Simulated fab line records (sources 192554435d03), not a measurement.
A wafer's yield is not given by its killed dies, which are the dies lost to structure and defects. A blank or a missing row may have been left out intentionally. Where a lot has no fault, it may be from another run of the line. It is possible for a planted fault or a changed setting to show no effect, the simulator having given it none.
Which tool is to blame? | flow n5Finfet | 11 lots with 33 wafers sampled at 3 steps, on a route of 1938 steps

## WHAT THE GAUGES READ, wafer by wafer
N5_BEOL_M8_INSPECT_13: inspects for defects (brightfield).
lot  | measured     | on               | rawDefectCount
L911 | day 9 19:55  | defectInspect-01 | 378 453 551
L912 | day 10 09:01 | defectInspect-02 | 548 424 442
L913 | day 10 20:52 | defectInspect-01 | 414 429 393
L914 | day 10 21:22 | defectInspect-01 | 361 311 290
L917 | day 12 06:28 | defectInspect-02 | 591 586 530
L922 | day 12 15:43 | defectInspect-01 | 385 291 371
L923 | day 13 13:29 | defectInspect-02 | 390 395 322
L925 | day 13 18:35 | defectInspect-01 | 603 569 574
L928 | day 13 22:14 | defectInspect-01 | 380 407 402
L931 | day 14 22:59 | defectInspect-01 | 485 458 501
L932 | day 15 07:20 | defectInspect-01 | 681 551 570

## TOOL THAT RAN EACH LOT (tool first, then ch and the chambers of the sampled wafers, then the start)
lot  | N5_BEOL_M7_CMP_52             | N5_BEOL_M8_CURE_74
L911 | cmp-02 ch 0,3, day 9 17:50    | uvCure-02 ch 1, day 9 18:25
L912 | cmp-01 ch 2,3, day 10 06:20   | uvCure-03 ch 2, day 10 06:58
L913 | cmp-04 ch 1,2,3, day 10 19:02 | uvCure-01 ch 0, day 10 19:41
L914 | cmp-04 ch 0,2,3, day 10 19:16 | uvCure-02 ch 2, day 10 20:10
L917 | cmp-01 ch 2,3, day 12 03:35   | uvCure-01 ch 0, day 12 04:14
L922 | cmp-04 ch 2,3, day 12 12:30   | uvCure-03 ch 0, day 12 13:07
L923 | cmp-02 ch 0,1,3, day 13 11:34 | uvCure-03 ch 1, day 13 12:07
L925 | cmp-01 ch 0,1,2, day 13 16:02 | uvCure-02 ch 0, day 13 16:47
L928 | cmp-04 ch 1,3, day 13 17:54   | uvCure-01 ch 1, day 13 18:35
L931 | cmp-04 ch 0,1,2, day 14 20:17 | uvCure-02 ch 1, day 14 20:50
L932 | cmp-02 ch 1,2, day 15 05:25   | uvCure-02 ch 1, day 15 06:02
- N5_BEOL_M7_CMP_52: polishes, stops on SiCOH lowk, t overpolish 6.9 s, target thk 80 nm.
- N5_BEOL_M8_CURE_74: cures SiCOH lowk, time 240 s.

## THE ANSWER, worked out from the rows above alone
Rule: what is usual is taken from the lots themselves. The widest of any qualifying gaps counts: lots, ordered by their means at a reading, are off when they make up no more than a third of the lots, leave a main group of 4 or more, and stand apart from it by 3 or more times the standard deviation of that group's means. A main group is skipped when, at the precision printed for the reading in the tables above, its means are all equal. A lot without any number at a reading at which 4 lots or more have one is off too. All remaining lots with rows at the step are treated as sound.
Across all readings shown, no lot is off: no conclusion can be drawn from this.

## WHAT THE SIMULATOR HAD PUT IN
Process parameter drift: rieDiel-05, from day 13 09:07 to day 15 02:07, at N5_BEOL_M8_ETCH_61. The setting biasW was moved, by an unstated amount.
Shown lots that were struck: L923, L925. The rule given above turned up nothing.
